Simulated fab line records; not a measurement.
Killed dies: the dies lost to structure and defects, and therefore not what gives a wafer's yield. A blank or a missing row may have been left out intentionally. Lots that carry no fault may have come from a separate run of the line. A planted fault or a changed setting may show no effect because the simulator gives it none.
fab line records	flow nand-harc
record: lots: 5	wafers: 15	last-day: 32
route steps=1302 shown P_BONDPAD@365 A_START@389 A_ZERO_WELL@390 END@1302
lots untouched by any fault: they come from a run of this same line in which no faults occurred
start-h: hours from the record's first day to the start of the lot's first wafer shown	wait-h: hours since the lot's step before	" repeats the value in the row above	L1.1+2: one row covering several wafers at once	- value missing, or start not given	* or withheld: withheld	< > ~ a bound
route shown NAME@n: NAME is a module with steps in the file, n the number in the route of the first one	usual: mean/standard deviation of fault-free wafers	same: alike in all rows	chamber/n: place in a boat	sites: each site's reading	_std_site: standard deviation of those values	_edge_site: the outer-site mean with the inner-site mean subtracted	radius-mm: for every site, how far away it sits from the centre of the wafer	mask NAME#n: copy n	behind: the last tool/chamber to shape the wafer	hold: cause of the lot's hold/its duration in hours/its outcome	device: which transistor (n, p or np) failed to switch	end of line: tests run on the same wafers once the route is complete	where a step has no rows: the recipe by itself	killed: at the first sort, the dies lost to defects and structure; wafer yield is something else	map: the dies of a wafer, with x for killed, . for not killed, _ for no die there
set.NAME: the setting the step ran with; set.NAME@STEP: the setting that earlier step ran with	model.NAME: the simulator's own value behind a step, which no gauge read
lots seen at some steps along the route; tables by step, rows by wafer
services: from which hour (start-h, from the record's first day; less than 0 if before it) a tool's chamber was out of use, for how many hours, and why
== steps ==
step: NHARC_P_BONDPAD_OVL_MEAS_38
usual: overlay-x-nm: 1/6.5	overlay-y-nm: 1/6.8
lot.wafer	tool	chamber	start-h	wait-h	overlay-x-nm	overlay-y-nm
L936.1	overlay-02	-	130.24	-	5	-2
L936.3	"	-	"	"	5	-2
L936.4	"	-	"	"	5	-2
L939.1	overlay-02	-	164.11	-	-4	-4
L939.4	"	-	"	"	-4	-4
L939.5	"	-	"	"	-4	-4
L941.1	overlay-01	-	191.70	-	-5	-11
L941.3	"	-	"	"	-4	-12
L941.5	"	-	"	"	-4	-12
L947.3	overlay-02	-	244.39	-	1	2
L947.4	"	-	"	"	2	1
L947.5	"	-	"	"	2	1
L956.1	overlay-01	-	334.08	-	-13	11
L956.3	"	-	"	"	-14	11
L956.6	"	-	"	"	-14	11
step: NHARC_P_BONDPAD_HARDBAKE_10
recipe: temp-c: 118	time-s: 65
step: NHARC_P_BONDPAD_DESCUM_11
recipe: time-s: 3	o2-flow-sccm: 200	ar-flow-sccm: 0	bias-power-w: 0	chemistry: O2
step: NHARC_P_BONDPAD_ETCH_37
recipe: target-depth-a: 600	overetch-a: 180	time-s: 65.91	ion-energy-ev: 200	n2-flow-sccm: 150	h2-flow-sccm: 150	ar-flow-sccm: 0	rf-w: 400	bias-w: 150	chemistry: N2/H2
step: NHARC_P_BONDPAD_ETCH_12
recipe: target-depth-a: 2000	time-s: 100	chf3-flow-sccm: 50	o2-flow-sccm: 10	ar-flow-sccm: 200	rf-w: 500	bias-w: 200	chemistry: CHF3/O2
usual: bias-w: 200.1/0.6	chf3-flow-sccm: 49.99/0.16	drypump-motor-current-A: 5.5/0.37	oes-product-au: 0.936/0.022	rf-vpp-V: 371.8/2.4	showerhead-plenum-p-Torr: 2.45/0.11	throttle-valve-pct: 20.574/0.0094
lot.wafer	tool	chamber	start-h	wait-h	bias-w	chf3-flow-sccm	drypump-motor-current-A	oes-product-au	rf-hours-counter-h	rf-vpp-V	showerhead-plenum-p-Torr	throttle-valve-pct
L936.1	rie-diel-09	0	-	-	198.9	50.10	6.0	0.918	7.5	369.4	2.30	20.558
L936.3	"	2	"	"	200.3	50.09	5.5	0.923	7.2	367.4	2.24	20.581
L936.4	"	3	"	"	200.3	50.08	6.5	0.908	7.1	374.1	2.49	20.572
L939.4	rie-diel-10	2	-	-	200.5	50.05	5.0	0.966	2.0	369.6	2.43	20.580
L939.1	"	0	"	"	199.8	50.17	5.7	0.936	2.0	373.5	2.54	20.570
L939.5	"	1	"	"	201.6	49.92	5.5	0.959	-	373.5	2.55	20.567
L941.3	rie-diel-10	2	-	-	199.6	49.81	5.0	0.911	2.8	371.2	2.43	20.575
L941.1	"	3	"	"	199.9	50.01	5.6	0.933	2.9	367.5	2.29	20.569
L941.5	"	1	"	"	199.7	50.25	5.5	0.936	-	374.2	2.55	20.565
L947.3	rie-diel-09	1	-	-	198.8	50.00	5.2	0.931	5.9	371.5	2.46	20.585
L947.4	"	2	"	"	201.1	49.77	5.5	0.924	8.4	367.8	2.24	20.577
L947.5	"	2	"	"	200.7	49.81	5.5	0.908	-	367.2	2.24	20.573
L956.3	rie-diel-09	2	-	-	200.9	50.06	5.5	0.953	0.0	366.4	2.24	20.565
L956.1	"	0	"	"	200.0	50.00	5.9	0.981	0.0	368.7	2.29	20.562
L956.6	"	3	"	"	199.5	50.17	6.5	0.971	-	371.4	2.48	20.587
step: NHARC_P_BONDPAD_CD_MEAS_13
usual: cd-nm: 500.2/2
lot.wafer	tool	chamber	start-h	wait-h	cd-nm
L936.1	cd-sem-03	-	130.68	-	499.6
L936.3	"	-	"	"	499.0
L936.4	"	-	"	"	502.2
L939.1	cd-sem-01	-	164.54	-	505.8
L939.4	"	-	"	"	499.4
L939.5	"	-	"	"	500.0
L941.1	cd-sem-02	-	192.13	-	501.3
L941.3	"	-	"	"	501.8
L941.5	"	-	"	"	504.0
L947.3	cd-sem-02	-	244.83	-	499.7
L947.4	"	-	"	"	501.5
L947.5	"	-	"	"	500.4
L956.1	cd-sem-02	-	334.52	-	501.7
L956.3	"	-	"	"	501.6
L956.6	"	-	"	"	499.2
step: NHARC_P_BONDPAD_STRIP_15
recipe: o2-flow-sccm: 500	ar-flow-sccm: 0	bias-w: 0	chemistry: O2
step: NHARC_P_BONDPAD_ETCH_24
recipe: target-depth-a: 300	over-etch-frac: 0.3	time-s: 72.99	ion-energy-ev: 150	cf4-flow-sccm: 50	n2-flow-sccm: 100	ar-flow-sccm: 150	rf-w: 300	bias-w: 100	chemistry: CF4/N2
step: NHARC_P_BONDPAD_STRIP_16
recipe: time-s: 600	temp-c: 30	chemistry: post-etch-residue-remover
step: NHARC_P_BONDPAD_DEGAS_25
recipe: temp-c: 300	time-s: 60
usual: heater-power-w: 441/29
lot.wafer	tool	chamber	start-h	wait-h	heater-power-w
L936.1	pvd-sputter-03	-	131.31	-	456
L936.4	"	-	"	"	435
L936.3	"	-	"	"	395
L939.1	pvd-sputter-01	-	165.17	-	451
L939.4	"	-	"	"	434
L939.5	"	-	"	"	437
L941.3	pvd-sputter-03	-	192.77	-	470
L941.1	"	-	"	"	433
L941.5	"	-	"	"	466
L947.4	pvd-sputter-01	-	245.45	-	425
L947.3	"	-	"	"	409
L947.5	"	-	"	"	473
L956.1	pvd-sputter-03	-	335.14	-	472
L956.3	"	-	"	"	418
L956.6	"	-	"	"	477
step: NHARC_P_BONDPAD_PRE_CLEAN_26
recipe: time-s: 30	temp-c: 280	gas: H2/He
step: NHARC_P_BONDPAD_PVD_17
recipe: target-thk-a: 50	bias-v: 168.6	power-w: 15000	chamber-pressure-pa: 0.12	time-s: 8.06	substrate-temp-c: 50	material: TaN
step: NHARC_P_BONDPAD_PVD_27
recipe: target-thk-a: 300	chamber-pressure-pa: 5	power-w: 5000	substrate-temp-c: 30	time-s: 20.49	material: Cu
usual: chamber-pressure-pa: 5.002/0.009	throttle-valve-pct: 29.8/0.85
lot.wafer	tool	chamber	start-h	wait-h	chamber-pressure-pa	throttle-valve-pct
L936.1	pvd-sputter-03	-	131.53	-	5.006	30.0
L936.3	"	-	"	"	5.010	29.1
L936.4	"	-	"	"	5.019	30.3
L939.4	pvd-sputter-01	-	165.41	-	5.014	30.7
L939.1	"	-	"	"	5.003	29.2
L939.5	"	-	"	"	5.004	30.3
L941.1	pvd-sputter-03	-	193.00	-	4.988	29.3
L941.3	"	-	"	"	5.003	30.2
L941.5	"	-	"	"	4.993	29.1
L947.3	pvd-sputter-01	-	245.67	-	5.007	31.3
L947.4	"	-	"	"	5.002	29.1
L947.5	"	-	"	"	5.010	29.1
L956.1	pvd-sputter-03	-	335.38	-	4.995	29.3
L956.3	"	-	"	"	4.991	29.8
L956.6	"	-	"	"	5.015	29.0
step: NHARC_P_BONDPAD_ECD_18
recipe: target-thk-a: 4000	bath-temp-c: 25	material: Cu
step: NHARC_P_BONDPAD_ANNEAL_28
recipe: temp-c: 225	time-s: 90
step: NHARC_P_BONDPAD_CMP_19
recipe: t-overpolish-s: 30	cu-recess-touch-s: 16	target-thk-nm: 160.81
step: NHARC_P_BONDPAD_SRD_21
recipe: time-s: 30	temp-c: 23	dry-time-s: 20	spin-rpm: 1500
step: NHARC_P_BONDPAD_INSPECT_23
usual: raw-defect-count: 340/130
lot.wafer	tool	chamber	start-h	wait-h	raw-defect-count
L936.1	defect-inspect-01	-	133.00	0.0	366
L936.3	"	-	"	"	697
L936.4	"	-	"	"	246
L939.1	defect-inspect-02	-	166.81	0.0	346
L939.4	"	-	"	"	191
L939.5	"	-	"	"	246
L941.1	defect-inspect-02	-	194.39	0.0	358
L941.3	"	-	"	"	230
L941.5	"	-	"	"	231
L947.3	defect-inspect-02	-	247.40	0.1	334
L947.4	"	-	"	"	340
L947.5	"	-	"	"	192
L956.1	defect-inspect-01	-	336.77	0.0	452
L956.3	"	-	"	"	340
L956.6	"	-	"	"	429
step: NHARC_P_BONDPAD_ACTIVATE_29
recipe: time-s: 60	n2-flow-sccm: 200	ar-flow-sccm: 0	bias-power-w: 0	chemistry: N2
step: NHARC_P_BONDPAD_PRECLEAN_30
recipe: time-s: 300	temp-c: 23	chemistry: DIW
step: NHARC_P_BONDPAD_SRD_31
recipe: time-s: 30	temp-c: 23	dry-time-s: 20	spin-rpm: 1500
step: NHARC_A_START_INSPECT_01
usual: raw-defect-count: 3.7/2
lot.wafer	tool	chamber	start-h	wait-h	raw-defect-count
L936.1	defect-inspect-01	-	133.46	-	1
L936.3	"	-	"	"	2
L936.4	"	-	"	"	6
L939.1	defect-inspect-01	-	167.28	-	4
L939.4	"	-	"	"	2
L939.5	"	-	"	"	6
L941.1	defect-inspect-01	-	194.85	-	0
L941.3	"	-	"	"	5
L941.5	"	-	"	"	2
L947.4	defect-inspect-02	-	247.87	-	2
L947.5	"	-	"	"	8
L956.1	defect-inspect-01	-	337.33	-	2
L956.3	"	-	"	"	8
L956.6	"	-	"	"	2
step: NHARC_A_ZERO_WELL_PRECLEAN_00
recipe: time-s: 600	temp-c: 120	chemistry: SPM
step: NHARC_A_ZERO_WELL_SRD_01
step: NHARC_A_ZERO_WELL_DEHYDRATE_02
recipe: temp-c: 150	time-s: 120
step: NHARC_A_ZERO_WELL_HMDS_03
recipe: time-s: 30
step: NHARC_A_ZERO_WELL_COAT_18
recipe: temp-c: 200	time-s: 65
step: NHARC_A_ZERO_WELL_COAT_04
recipe: spin-rpm: 2000	resist-thk-nm: 600
step: NHARC_A_ZERO_WELL_SOFTBAKE_05
recipe: temp-c: 125	time-s: 70
step: NHARC_A_ZERO_WELL_EBR_06
step: NHARC_A_ZERO_WELL_EXPOSE_07
recipe: na: 0.55	dose-mj: 33.85	mask-id: A_ZERO
step: NHARC_A_ZERO_WELL_PEB_08
recipe: peb-temp-c: 128	peb-time-s: 80
step: NHARC_A_ZERO_WELL_DEVELOP_09
recipe: time-s: 50	dev-temp-c: 22
step: NHARC_A_ZERO_WELL_CD_MEAS_10
recipe: target-cd-nm: 2000	landing-energy-ev: 500
usual: cd-nm: 2000.0/1.7
lot.wafer	tool	chamber	start-h	wait-h	cd-nm
L936.1	cd-sem-01	0	134.19	-	1999.2
L936.3	"	0	"	"	2000.9
L936.4	"	0	"	"	2003.0
L939.1	cd-sem-02	0	168.12	-	2000.7
L939.4	"	0	"	"	1999.1
L939.5	"	0	"	"	2000.9
L941.1	cd-sem-03	0	195.70	-	1998.4
L941.3	"	0	"	"	2001.1
L941.5	"	0	"	"	1999.1
L947.4	cd-sem-02	0	248.71	-	1999.7
L947.5	"	0	"	"	1998.4
L956.1	cd-sem-02	0	338.04	-	1998.1
L956.3	"	0	"	"	2001.7
L956.6	"	0	"	"	1999.1
step: NHARC_A_ZERO_WELL_HARDBAKE_11
recipe: temp-c: 118	time-s: 65
step: NHARC_A_ZERO_WELL_DESCUM_12
recipe: time-s: 3	o2-flow-sccm: 200	ar-flow-sccm: 0	bias-power-w: 0	chemistry: O2
usual: drypump-motor-current-A: 5.7/0.33	oes-product-au: 0.998/0.0093	rf-vpp-V: 57.7/0.88	showerhead-plenum-p-Torr: 1.88/0.067	throttle-valve-pct: 11.310/0.009
lot.wafer	tool	chamber	start-h	wait-h	drypump-motor-current-A	oes-product-au	rf-hours-counter-h	rf-vpp-V	showerhead-plenum-p-Torr	throttle-valve-pct
L936.3	rie-diel-12	2	134.34	-	5.7	1.014	2	56.7	1.80	11.299
L936.4	"	3	"	"	5.7	1.005	2	59.0	1.96	11.308
L936.1	"	0	"	"	5.5	0.997	0	58.3	1.85	11.303
L939.1	rie-diel-04	3	168.29	-	5.7	0.976	28	57.7	1.84	11.315
L939.5	"	3	"	"	5.7	0.985	-	58.3	1.84	11.303
L939.4	"	1	"	"	6.0	1.003	-	57.4	1.86	11.299
L941.1	rie-diel-01	1	195.86	-	6.8	1.011	52	57.3	1.96	11.309
L941.3	"	2	"	"	5.7	1.003	51	59.4	1.93	11.320
L941.5	"	0	"	"	5.5	1.001	-	56.2	1.94	11.321
L947.4	rie-diel-12	3	248.86	-	5.7	0.989	5	58.2	1.96	11.292
L947.5	"	0	"	"	5.5	0.996	-	57.2	1.85	11.319
L956.1	rie-diel-12	0	338.22	-	5.5	0.995	2	57.2	1.85	11.317
L956.3	"	1	"	"	5.7	0.981	2	59.7	1.88	11.292
L956.6	"	2	"	"	5.7	1.010	-	57.1	1.79	11.327
step: NHARC_A_ZERO_WELL_ETCH_19
recipe: target-depth-a: 800	overetch-a: 240	time-s: 87.88	ion-energy-ev: 200	n2-flow-sccm: 150	h2-flow-sccm: 150	ar-flow-sccm: 0	rf-w: 400	bias-w: 150	chemistry: N2/H2
usual: bias-w: 149.9/0.41	drypump-motor-current-A: 5.7/0.32	oes-product-au: 0.997/0.0094	rf-vpp-V: 429.3/2.1	showerhead-plenum-p-Torr: 2.00/0.07	throttle-valve-pct: 14.172/0.0085
lot.wafer	tool	chamber	start-h	wait-h	bias-w	drypump-motor-current-A	oes-product-au	rf-hours-counter-h	rf-vpp-V	showerhead-plenum-p-Torr	throttle-valve-pct
L936.1	rie-diel-12	3	134.43	0.1	149.7	5.8	1.000	2	432.8	2.09	14.170
L936.4	"	1	"	"	150.3	5.6	0.982	2	430.5	2.00	14.169
L936.3	"	2	"	"	150.0	5.7	0.995	2	426.3	1.91	14.176
L939.1	rie-diel-04	2	168.38	0.1	150.5	5.9	1.011	27	427.1	1.92	14.168
L939.4	"	2	"	"	150.4	5.8	1.013	-	426.7	1.92	14.171
L939.5	"	1	"	"	150.2	5.9	0.997	-	428.9	1.98	14.170
L941.3	rie-diel-01	1	195.95	0.1	149.3	6.7	0.988	52	432.4	2.09	14.152
L941.1	"	3	"	"	149.5	4.9	0.990	45	428.3	1.95	14.177
L941.5	"	1	"	"	149.9	6.7	1.003	-	431.2	2.09	14.166
L947.4	rie-diel-12	2	248.95	0.1	150.5	5.7	1.002	5	426.5	1.91	14.178
L947.5	"	2	"	"	150.9	5.7	1.006	-	427.6	1.91	14.165
L956.1	rie-diel-12	3	338.29	0.1	150.1	5.7	0.997	2	430.7	2.09	14.179
L956.3	"	0	"	"	149.4	5.5	0.993	2	428.7	1.97	14.179
L956.6	"	2	"	"	149.5	5.7	1.008	-	427.2	1.91	14.170
step: NHARC_A_ZERO_WELL_ETCH_13
recipe: target-depth-a: 1200	time-s: 40.1	hbr-flow-sccm: 150	cl2-flow-sccm: 50	rf-w: 400	icp-w: 400	bias-w: 100	chemistry: HBr/Cl2
usual: bias-w: 100.0/0.32	drypump-motor-current-A: 5.7/0.35	mfc-cl2-sccm: 49.99/0.14	oes-product-au: 1.001/0.011	throttle-valve-pct: 26.405/0.0095
lot.wafer	tool	chamber	start-h	wait-h	bias-w	drypump-motor-current-A	mfc-cl2-sccm	oes-product-au	rf-hours-counter-h	throttle-valve-pct
L936.1	rie-si-04	0	134.56	-	100.4	5.9	50.17	1.002	0.7	26.404
L936.4	"	1	"	"	99.7	5.7	50.14	1.000	0.9	26.419
L936.3	"	2	"	"	100.1	5.3	50.01	0.981	0.9	26.392
L939.4	rie-si-02	3	168.53	-	99.6	4.9	50.14	1.004	0.4	26.397
L939.1	"	1	"	"	99.5	5.6	49.80	1.005	0.3	26.401
L939.5	"	2	"	"	100.0	5.8	50.03	1.003	-	26.415
L941.1	rie-si-02	1	196.09	-	100.0	5.6	50.04	1.006	0.6	26.421
L941.3	"	2	"	"	100.0	5.8	49.92	1.001	0.6	26.408
L941.5	"	3	"	"	100.1	4.9	50.00	0.991	-	26.392
L947.4	rie-si-01	0	249.10	-	100.2	5.9	49.89	1.006	0.4	26.412
L947.5	"	1	"	"	100.3	5.9	49.91	0.996	-	26.407
L956.3	rie-si-04	2	338.42	-	100.0	5.2	50.14	1.018	1.0	26.388
L956.1	"	0	"	"	99.9	6.0	49.95	1.026	1.2	26.409
L956.6	"	2	"	"	100.2	5.2	50.07	1.016	-	26.408
step: NHARC_A_ZERO_WELL_STRIP_14
recipe: time-s: 900	temp-c: 130	chemistry: SPM
step: NHARC_END_SORT_01
recipe: temp-c: 25
usual: defect-limited-yield: 91.4/2.7	killed-at-array: 53/19	killed-at-other: 0.7/1.1	killed-at-periphery: 4.2/2.7	killed-dies: 58/18	killed-open: 3.1/1.9	killed-short: 2.5/1.6	sort_bin_2_pct: 3.0/1.2	sort_bin_3_pct: 0.7/0.41	sort_bin_4_pct: 4.9/1.5	sort-n-pass: 619/18	sort-rim-yield-pct: 90/4.1	sort-yield-pct: 91.4/2.7
same: gross-dies: 677	sort_bin_5_pct[%]: 0	sort_bin_6_pct[%]: 0	sort_bin_7_pct[%]: 0	sort_bin_8_pct[%]: 0	sort-rim-n-gross: 106.00
lot.wafer	tool	chamber	start-h	wait-h	defect-limited-yield[%]	killed-at-array	killed-at-other	killed-at-periphery	killed-dies	killed-open	killed-short	sort_bin_2_pct[%]	sort_bin_3_pct[%]	sort_bin_4_pct[%]	sort-n-pass	sort-rim-yield-pct[%]	sort-yield-pct[%]
L939.1	prober-01	0	587.03	2.5	95.3	19	0	13	32	6	3	2.4	0.6	1.8	645	93	95.3
L939.4	prober-01	0	589.43	3.4	94.8	24	0	11	35	6	0	1.6	0.3	3.2	642	96	94.8
L939.5	prober-01	0	590.23	3.7	95.3	25	1	6	32	7	1	1.9	0.3	2.5	645	93	95.3
L941.1	prober-02	0	596.30	2.5	93.5	36	1	7	44	3	1	1.6	0.3	4.6	633	92	93.5
L941.3	prober-02	0	597.92	3.1	94.1	35	2	3	40	3	1	1.5	0.1	4.3	637	88	94.1
L941.5	prober-02	0	599.53	3.7	92.0	51	1	2	54	4	3	3.7	0.1	4.1	623	95	92.0
L947.3	prober-02	0	671.82	3.1	0	59	0	618	677	6	2	93.6	0.7	5.6	0	0	0
killed by level:class
L939.1 P_GATE:chamber-film-flake=9 A_CHANNEL_HOLE_D2:chamber-film-flake=4 A_CONTACT:chamber-film-flake=3 A_CHANNEL_HOLE_D1:chamber-film-flake=2 A_WL_FILL:chamber-film-flake=2 P_CONTACT:geometric-particle:open=1 P_CONTACT:geometric-particle:short=1 P_M2:geometric-particle:open=1
L939.4 A_CHANNEL_HOLE_D2:chamber-film-flake=11 P_GATE:chamber-film-flake=8 A_CONTACT:chamber-film-flake=3 A_CHANNEL_FILL_D2:geometric-particle:open=2 A_CHANNEL_HOLE_D1:chamber-film-flake=2 A_STAIRCASE:chamber-film-flake=2 A_WL_FILL:chamber-film-flake=2 P_M0:geometric-particle:open=1
L939.5 A_CHANNEL_HOLE_D2:chamber-film-flake=7 A_CONTACT:chamber-film-flake=6 A_STAIRCASE:chamber-film-flake=5 P_GATE:chamber-film-flake=3 A_WL_FILL:chamber-film-flake=2 P_GATE:geometric-particle:open=1 P_CONTACT:geometric-particle:open=1 P_M0:geometric-particle:open=1
L941.1 A_CONTACT:chamber-film-flake=13 A_CHANNEL_HOLE_D1:chamber-film-flake=10 A_CHANNEL_HOLE_D2:chamber-film-flake=6 A_STAIRCASE:chamber-film-flake=4 P_CONTACT:geometric-particle:open=2 P_STI:chamber-film-flake=2 A_CHANNEL_FILL_D1:chamber-film-flake=2 P_M0:geometric-particle:short=1
L941.3 A_CONTACT:chamber-film-flake=11 A_CHANNEL_HOLE_D1:chamber-film-flake=8 A_CHANNEL_HOLE_D2:chamber-film-flake=7 A_CHANNEL_FILL_D1:chamber-film-flake=3 P_GATE:chamber-film-flake=2 A_STAIRCASE:chamber-film-flake=2 THIN_TSV:chamber-film-flake=2 P_M0:geometric-particle:open=1
L941.5 A_CONTACT:chamber-film-flake=15 A_CHANNEL_HOLE_D2:chamber-film-flake=14 A_CHANNEL_HOLE_D1:chamber-film-flake=9 A_STAIRCASE:chamber-film-flake=3 A_CHANNEL_FILL_D2:geometric-particle:open=2 A_WL_FILL:geometric-particle:short=2 A_SLIT:chamber-film-flake=2 P_M0:geometric-particle:open=1
L947.3 P_BONDPAD:area-pvd=615 A_SLIT:chamber-film-flake=30 A_CHANNEL_HOLE_D2:chamber-film-flake=12 A_CHANNEL_HOLE_D1:chamber-film-flake=7 A_M0:geometric-particle:open=4 A_STAIRCASE:chamber-film-flake=3 P_M0:geometric-particle:open=1 A_ONON_D2:geometric-particle:open=1
map L947.3 (x killed, . not)
____________x____________
_________xxxxxxx_________
_______xxxxxxxxxxx_______
______xxxxxxxxxxxxx______
_____xxxxxxxxxxxxxxx_____
____xxxxxxxxxxxxxxxxx____
____xxxxxxxxxxxxxxxxx____
___xxxxxxxxxxxxxxxxxxx___
___xxxxxxxxxxxxxxxxxxx___
__xxxxxxxxxxxxxxxxxxxxx__
__xxxxxxxxxxxxxxxxxxxxx__
_xxxxxxxxxxxxxxxxxxxxxxx_
_xxxxxxxxxxxxxxxxxxxxxxx_
_xxxxxxxxxxxxxxxxxxxxxxx_
_xxxxxxxxxxxxxxxxxxxxxxx_
_xxxxxxxxxxxxxxxxxxxxxxx_
xxxxxxxxxxxxxxxxxxxxxxxxx
xxxxxxxxxxxxxxxxxxxxxxxxx
xxxxxxxxxxxxxxxxxxxxxxxxx
xxxxxxxxxxxxxxxxxxxxxxxxx
xxxxxxxxxxxxxxxxxxxxxxxxx
_xxxxxxxxxxxxxxxxxxxxxxx_
_xxxxxxxxxxxxxxxxxxxxxxx_
_xxxxxxxxxxxxxxxxxxxxxxx_
_xxxxxxxxxxxxxxxxxxxxxxx_
_xxxxxxxxxxxxxxxxxxxxxxx_
__xxxxxxxxxxxxxxxxxxxxx__
__xxxxxxxxxxxxxxxxxxxxx__
___xxxxxxxxxxxxxxxxxxx___
___xxxxxxxxxxxxxxxxxxx___
____xxxxxxxxxxxxxxxxx____
____xxxxxxxxxxxxxxxxx____
_____xxxxxxxxxxxxxxx_____
______xxxxxxxxxxxxx______
_______xxxxxxxxxxx_______
_________xxxxxxx_________
____________x____________
map L939.4 (x killed, . not)
____________.____________
_________......._________
_______.....xx...._______
______.............______
_____......x........_____
____x............x...____
____........x........____
___........xxxx.......___
___.........xx.x......___
__..........x..........__
__.....................__
_.......x...x..........._
_....................x.._
_..................x...._
_......................._
_......................._
.........................
......................x.x
.........................
.........................
........................x
_.....x................._
_......x................_
_.....................x._
_......................._
_.............x........._
__......x....x.........__
__.....................__
___...................___
___.........x...x.....___
____.................____
____...x..x..........____
_____........x......_____
______.....x.......______
_______x...x......_______
_________......._________
____________.____________
== services ==
tool	chamber	start-h	hours	kind
rie-diel-12	0	108.99	9.0	repair
rie-si-02	2	110.85	0.9	repair
rie-diel-12	0	127.09	5.6	repair
rie-diel-01	2	136.15	1.5	repair
rie-diel-04	3	142.34	4.6	repair
rie-diel-09	-	143.10	9.0	pm
rie-diel-04	2	152.29	11.4	repair
rie-diel-12	-	162.65	0.6	repair
rie-si-04	-	165.00	9.0	pm
rie-diel-04	0	167.20	4.7	repair
rie-diel-04	1	168.83	6.3	repair
pvd-sputter-03	-	170.00	10.0	pm
rie-diel-04	-	178.46	9.0	pm
rie-si-02	3	179.25	6.4	repair
pvd-sputter-03	-	203.14	1.0	repair
rie-diel-01	-	204.26	9.0	pm
pvd-sputter-01	-	226.00	10.0	pm
rie-diel-01	2	228.94	4.3	repair
rie-diel-01	1	240.79	5.2	repair
rie-diel-12	-	268.40	9.0	pm
rie-diel-09	2	283.09	1.7	repair
pvd-sputter-01	-	295.80	4.4	repair
rie-diel-09	2	297.40	4.5	repair
rie-diel-09	-	320.10	9.0	pm
== key ==
first-sign: step: NHARC_END_SORT_01	reading: killed-at-periphery	direction: up	sigmas: 99+	usual: 4.2	struck: 618
effect: step: NHARC_END_SORT_01	reading: sort_bin_2_pct	direction: up	sigmas: 76	usual: 3.0	struck: 93.6
more-kills-born-at: NHARC_P_BONDPAD_PVD_27@pvd-sputter-01: 615
met-at NHARC_P_BONDPAD_PVD_27
struck-wafers L947.3
later-rows-left-out L947.3
onset-between 165.41 245.67
fault: kind: process-parameter-drift	tool: pvd-sputter-01	chamber: -	onset-h: 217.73	steps: NHARC_P_BONDPAD_PVD_27	channel: target-thk-a	offset: *	shape: step	end-h: 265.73	scope: struck-wafers-only	acts-in: *	stated: *
later-rows-left-out: the simulator's readings of these wafers behind a module that went badly wrong aren't trusted and aren't shown, but for the sort
